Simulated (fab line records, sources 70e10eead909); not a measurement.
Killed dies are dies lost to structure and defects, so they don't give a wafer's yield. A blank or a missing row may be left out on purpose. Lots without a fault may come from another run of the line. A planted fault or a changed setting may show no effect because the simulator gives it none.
fab line records | flow nand_harc
record lots=14 wafers=42 last_day=25
route steps=1159 shown A_STAIRCASE@625 THIN_TSV@1107 END@1159
lots that met no fault: from a run of the same line without faults
start_h: hours from the record's first day to the start of the lot's first wafer shown | wait_h: hours since the lot's step before | " the same as in the row above | L1.1+2: a row that stands for several wafers | - no value, or no start given | * or withheld: withheld | < > ~ a bound
route shown NAME@n: a module of which the file shows steps, and the number in the route of the first | usual: mean/standard deviation of fault-free wafers | same: alike in all rows | chamber/n: place in a boat | sites: the reading at each site | _std_site: their standard deviation | _edge_site: outer sites' mean less inner sites' | radius_mm: how far each site lies from the wafer's centre | mask NAME#n: copy n | behind: the tool/chamber that last shaped the wafer | hold: why the lot was held/for how many hours/how that ended | device: the transistor (n, p or np) that didn't switch | end of line: the same wafers' tests at the end of the route | a step without rows: its recipe alone | killed: dies lost to structure and defects at the first sort, not the wafer's yield | map: a wafer's dies, x killed, . not, _ none there
set.NAME: the setting as run; set.NAME@STEP: as run at that earlier step | model.NAME: the simulator's own value behind a step, which no gauge read
steps of the route over a sample of lots; a table a step, a row a wafer
services: from which hour (start_h, from the record's first day; less than 0 if before it) a tool's chamber was out of use, for how many hours, and why
## steps
# step NHARC_A_STAIRCASE_TRIM_231
# recipe time_s=211.2 o2_flow_sccm=500 ar_flow_sccm=0 bias_w=0 chemistry=O2
# usual drypump_motor_current_A=5.6/0.39 oes_product_au=1.003/0.0073 rf_vpp_V=57.8/0.88 showerhead_plenum_p_Torr=3.54/0.17 throttle_valve_pct=17.037/0.0095
# same time_s=211.2
# columns lot.wafer tool chamber start_h wait_h drypump_motor_current_A oes_product_au rf_hours_counter_h rf_vpp_V showerhead_plenum_p_Torr throttle_valve_pct
L601.3 rie_diel-10 2 231.40 - 6.1 1.001 16 57.2 3.72 17.045
L601.6 " 3 " " 5.3 1.000 - 56.9 3.67 17.040
L601.5 " 0 " " 5.2 1.000 - 57.8 3.36 17.047
L604.2 rie_diel-10 2 253.74 - 6.1 1.011 23 57.5 3.71 17.037
L604.3 " 0 " " 5.2 1.014 26 57.4 3.35 17.044
L604.5 " 3 " " 5.3 0.996 - 57.3 3.66 17.032
L606.4 rie_diel-10 0 272.21 - 5.3 1.008 31 56.7 3.35 17.039
L606.1 " 1 " " 5.4 0.996 28 57.4 3.79 17.037
L606.6 " 0 " " 5.2 1.006 - 58.6 3.35 17.042
L610.2 rie_diel-10 3 298.24 - 5.3 0.998 41 57.8 3.65 17.046
L610.1 " 0 " " 5.2 0.999 40 59.0 3.35 17.035
L610.5 " 2 " " 6.1 1.011 - 58.7 3.70 17.032
L611.1 rie_diel-10 2 310.03 - 6.1 0.999 42 59.4 3.70 17.033
L611.4 " 3 " " 5.3 1.005 44 57.9 3.65 17.035
L611.2 " 1 " " 5.4 0.995 41 56.9 3.78 17.048
L612.1 rie_diel-05 1 320.86 - 6.0 1.006 53 57.4 3.50 17.036
L612.3 " 2 " " 5.3 1.002 51 57.6 3.55 17.023
L612.6 " 1 " " 6.0 0.999 - 57.9 3.50 17.048
L615.1 rie_diel-05 1 325.97 - 6.0 1.000 55 58.2 3.50 17.056
L615.4 " 2 " " 5.3 1.007 54 57.7 3.55 17.032
L615.2 " 0 " " 6.0 1.000 58 57.7 3.26 17.035
L613.3 rie_diel-01 3 333.94 - 5.0 1.004 7 59.7 3.80 17.030
L613.6 " 1 " " 6.0 1.021 - 57.7 3.66 17.051
L613.5 " 2 " " 5.4 1.003 - 57.6 3.34 17.039
L620.1 rie_diel-01 0 347.31 - 5.6 1.019 11 56.7 3.39 17.042
L620.4 " 2 " " 5.4 1.007 10 59.6 3.34 17.042
L620.5 " 1 " " 5.9 1.002 - 59.3 3.65 17.026
L618.2 rie_diel-01 3 349.06 - 5.0 1.004 12 57.9 3.80 17.036
L618.1 " 0 " " 5.6 1.001 12 59.2 3.39 17.038
L618.3 " 1 " " 5.9 1.001 10 58.1 3.65 17.036
L619.1 rie_diel-01 0 353.86 - 5.6 0.995 13 56.5 3.39 17.033
L619.4 " 2 " " 5.4 0.997 13 57.9 3.34 17.026
L619.3 " 3 " " 5.1 1.009 14 58.6 3.80 17.044
L622.2 rie_diel-05 0 365.39 - 6.1 1.011 7 56.9 3.80 17.040
L622.5 " 0 " " 6.1 1.009 - 58.9 3.80 17.028
L622.6 " 1 " " 6.0 1.005 - 57.1 3.49 17.032
L624.1 rie_diel-01 3 374.17 - 5.0 1.014 25 57.1 3.79 17.055
L624.2 " 1 " " 6.0 1.007 22 57.4 3.65 17.047
L624.5 " 1 " " 6.0 1.011 - 58.8 3.65 17.036
L623.1 rie_diel-05 1 378.60 - 6.0 1.003 11 58.0 3.49 17.045
L623.5 " 2 " " 5.3 1.008 - 58.9 3.54 17.036
L623.6 " 3 " " 5.0 1.008 - 57.9 3.44 17.032
# step NHARC_THIN_TSV_DEP_43
# recipe target_thk_a=13285 temp_c=withheld pressure_torr=6.5 rf_w=900 teos_flow_sccm=161.4 flow_sccm=2650 target_thk_nm=1328.5 gas=O2 material=SiO2
# usual rf_fwd_power_W=898.4/3 throttle_valve_pct=16.1/0.52
# columns lot.wafer tool chamber start_h wait_h rf_fwd_power_W throttle_valve_pct
L601.3 pecvd-02 0 426.14 - 896.1 15.6
L601.6 " 2 " " 899.6 15.6
L601.5 " 0 " " 897.1 15.5
L604.2 pecvd-03 0 429.66 - 899.8 16.3
L604.3 " 2 " " 901.7 17.0
L604.5 " 2 " " 902.7 16.9
L606.1 pecvd-03 0 461.40 - 896.8 16.2
L606.6 " 0 " " 897.0 16.4
L606.4 " 1 " " 901.8 16.3
L610.2 pecvd-01 1 479.88 - 899.1 15.2
L610.1 " 0 " " 894.5 16.6
L610.5 " 2 " " 897.5 16.0
L611.1 pecvd-01 1 485.39 - 901.6 15.0
L611.2 " 2 " " 896.1 16.0
L611.4 " 0 " " 902.0 16.6
L615.2 pecvd-02 0 500.63 - 898.6 15.5
L615.1 " 1 " " 898.1 16.2
L615.4 " 1 " " 900.0 16.2
L612.3 pecvd-03 2 503.09 - 900.5 16.5
L612.1 " 0 " " 898.8 16.2
L612.6 " 0 " " 896.8 16.2
L613.3 pecvd-02 2 513.71 - 899.2 15.8
L613.6 " 1 " " 892.0 16.1
L613.5 " 0 " " 896.2 15.4
L620.1 pecvd-03 0 535.79 - 896.9 16.7
L620.4 " 2 " " 895.8 16.5
L620.5 " 1 " " 900.9 16.2
L618.2 pecvd-03 2 539.73 - 900.6 16.6
L618.1 " 0 " " 895.3 16.4
L618.3 " 1 " " 891.6 16.4
L619.3 pecvd-01 0 540.92 - 895.2 16.4
L619.1 " 1 " " 901.5 15.1
L619.4 " 2 " " 898.1 16.2
L622.2 pecvd-01 0 549.38 - 894.5 16.6
L622.6 " 1 " " 900.8 15.3
L622.5 " 2 " " 896.8 16.3
L624.1 pecvd-01 2 550.64 - 899.8 16.1
L624.2 " 0 " " 895.9 16.7
L624.5 " 1 " " 899.4 15.3
L623.1 pecvd-02 1 569.11 - 898.8 16.4
L623.5 " 1 " " 899.4 16.3
L623.6 " 0 " " 900.1 15.3
# step NHARC_THIN_TSV_CD_MEAS_12
# recipe target_cd_nm=1000 landing_energy_ev=500
# usual cd_nm=999.8/1.6
# columns lot.wafer tool chamber start_h wait_h cd_nm
L601.3 cd_sem-03 0 426.81 - 1000.1
L601.5 " 0 " " 999.6
L601.6 " 0 " " 1000.3
L604.2 cd_sem-02 0 430.51 - 1000.9
L604.3 " 0 " " 999.4
L604.5 " 0 " " 1000.3
L606.1 cd_sem-03 0 462.23 - 1000.3
L606.4 " 0 " " 998.4
L606.6 " 0 " " 1001.1
L610.1 cd_sem-02 0 480.72 - 999.4
L610.2 " 0 " " 998.3
L610.5 " 0 " " 1000.0
L611.1 cd_sem-03 0 486.18 - 997.7
L611.2 " 0 " " 997.3
L611.4 " 0 " " 996.0
L615.1 cd_sem-02 0 501.46 - 999.6
L615.2 " 0 " " 1000.1
L615.4 " 0 " " 998.5
L612.1 cd_sem-01 0 503.88 - 1000.7
L612.3 " 0 " " 1001.7
L612.6 " 0 " " 1002.6
L613.3 cd_sem-01 0 514.37 - 998.7
L613.5 " 0 " " 997.6
L613.6 " 0 " " 999.2
L620.1 cd_sem-02 0 536.45 - 1000.7
L620.4 " 0 " " 1001.0
L620.5 " 0 " " 1000.2
L618.1 cd_sem-01 0 540.56 - 997.5
L618.2 " 0 " " 997.2
L618.3 " 0 " " 997.3
L619.1 cd_sem-02 0 541.75 - 999.2
L619.3 " 0 " " 996.9
L619.4 " 0 " " 998.0
L622.2 cd_sem-02 0 550.10 - 1003.1
L622.5 " 0 " " 1001.7
L622.6 " 0 " " 1000.1
L624.1 cd_sem-02 0 551.30 - 998.8
L624.2 " 0 " " 999.3
L624.5 " 0 " " 1001.1
L623.1 cd_sem-02 0 569.85 - 1002.6
L623.5 " 0 " " 1002.6
L623.6 " 0 " " 1000.3
# step NHARC_END_SORT_01
# recipe temp_c=25
# usual killed_at_array=28/8.9 killed_at_other=0.8/1.2 killed_at_periphery=3.3/2.3 killed_dies=32/9.4 killed_open=3.2/1.8 killed_short=1.9/1.4
# same gross_dies=677
# columns lot.wafer tool chamber start_h wait_h killed_at_array killed_at_other killed_at_periphery killed_dies killed_open killed_short
L610.1 prober-01 0 494.80 2.5 25 3 1 29 1 3
L610.2 prober-01 0 495.61 2.8 105 2 0 107 1 1
L610.5 prober-01 0 498.05 3.8 14 0 1 15 3 1
L611.1 prober-01 0 502.72 2.5 39 1 5 45 4 1
L611.2 prober-01 0 503.53 2.8 36 0 3 39 4 0
L611.4 prober-01 0 505.16 3.5 129 1 5 135 3 3
# killed by level:class
L610.1 A_WL_FILL:chamber_film_flake=6 A_CONTACT:chamber_film_flake=6 A_CHANNEL_HOLE_D1:chamber_film_flake=3 A_STAIRCASE:chamber_film_flake=3 THIN_TSV:chamber_film_flake=3 A_ZERO_WELL:chamber_film_flake=2 A_SOURCE_PLATE:geometric_particle:short=1 A_CHANNEL_HOLE_D1:geometric_particle:short=1
L610.2 A_STAIRCASE:unspecified=86 A_CHANNEL_HOLE_D1:chamber_film_flake=7 A_WL_FILL:chamber_film_flake=4 A_STAIRCASE:chamber_film_flake=3 A_CONTACT:chamber_film_flake=3 THIN_TSV:chamber_film_flake=2 A_M0:geometric_particle:short=1 A_M0:geometric_particle:open=1
L610.5 A_CHANNEL_HOLE_D1:chamber_film_flake=5 A_STAIRCASE:chamber_film_flake=3 A_CONTACT:chamber_film_flake=2 P_CONTACT:geometric_particle:open=1 A_ONON_D1:geometric_particle:short=1 A_CHANNEL_FILL_D1:geometric_particle:open=1 A_BLC:geometric_particle:open=1 A_CHANNEL_FILL_D1:chamber_film_flake=1
L611.1 A_CHANNEL_HOLE_D1:chamber_film_flake=14 A_SLIT:chamber_film_flake=14 A_STAIRCASE:chamber_film_flake=4 A_CONTACT:chamber_film_flake=4 P_GATE:chamber_film_flake=2 P_CONTACT:geometric_particle:open=1 P_M0:geometric_particle:short=1 A_CONTACT:geometric_particle:open=1
L611.2 A_SLIT:chamber_film_flake=13 A_CHANNEL_HOLE_D1:chamber_film_flake=12 A_STAIRCASE:chamber_film_flake=5 A_CONTACT:chamber_film_flake=3 P_GATE:geometric_particle:open=1 A_ONON_D1:geometric_particle:open=1 A_CHANNEL_HOLE_D1:geometric_particle:open=1 A_CONTACT:geometric_particle:open=1
L611.4 A_STAIRCASE:unspecified=97 A_CHANNEL_HOLE_D1:chamber_film_flake=14 A_SLIT:chamber_film_flake=8 A_STAIRCASE:chamber_film_flake=5 A_CONTACT:chamber_film_flake=2 P_STI:geometric_particle:short=1 P_M0:geometric_particle:short=1 A_CONTACT:geometric_particle:open=1
## services
# columns tool chamber start_h hours kind
rie_diel-05 3 211.75 6.3 repair
pecvd-01 - 216.68 0.8 repair
pecvd-01 - 237.00 13.0 pm
rie_diel-05 3 238.27 3.0 repair
pecvd-03 - 247.01 0.8 repair
pecvd-02 - 283.94 0.8 repair
pecvd-03 - 300.46 13.0 pm
rie_diel-01 - 315.10 9.0 pm
pecvd-02 - 334.97 13.0 pm
rie_diel-05 - 340.75 9.0 pm
rie_diel-10 - 353.50 9.0 pm
pecvd-02 0 354.86 18.9 repair
pecvd-03 - 362.39 0.9 repair
rie_diel-01 2 370.60 14.2 repair
pecvd-01 - 418.00 13.0 pm
rie_diel-10 2 423.51 3.3 repair
pecvd-03 1 437.74 3.9 repair
rie_diel-01 0 453.61 3.1 repair
rie_diel-01 2 458.27 8.7 repair
rie_diel-10 0 463.85 7.3 repair
pecvd-03 - 481.46 13.0 pm
rie_diel-01 - 492.10 9.0 pm
rie_diel-01 2 504.88 3.7 repair
rie_diel-10 - 530.52 9.0 pm
## key
first_sign step=NHARC_END_SORT_01 reading=killed_at_array direction=up sigmas=9.9 usual=28 struck=117
effect step=NHARC_END_SORT_01 reading=killed_dies direction=up sigmas=9.4 usual=32 struck=121
more_kills_born_at NHARC_A_STAIRCASE_TRIM_231@rie_diel-10=181
met_at NHARC_A_STAIRCASE_TRIM_231
struck_lots L610,L611
struck_wafers L610.2,L611.4
tester_left_out L610,L611
not_acting_at NHARC_THIN_TSV_DEP_43,NHARC_THIN_TSV_CD_MEAS_12
onset_between 253.74 298.24
fault kind=chamber_particle_source tool=rie_diel-10 chamber=3 onset_h=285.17 steps=NHARC_A_STAIRCASE_TRIM_231 rate_per_visit_cm2=1.4865 end_h=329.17
# tester_left_out: of these lots the tester's yield and bins aren't shown, on N5 and GAA mostly nor the transistor test; their killed dies are dies lost to structure and defects alone, not to doping, threshold or leakage, so they don't give the yield
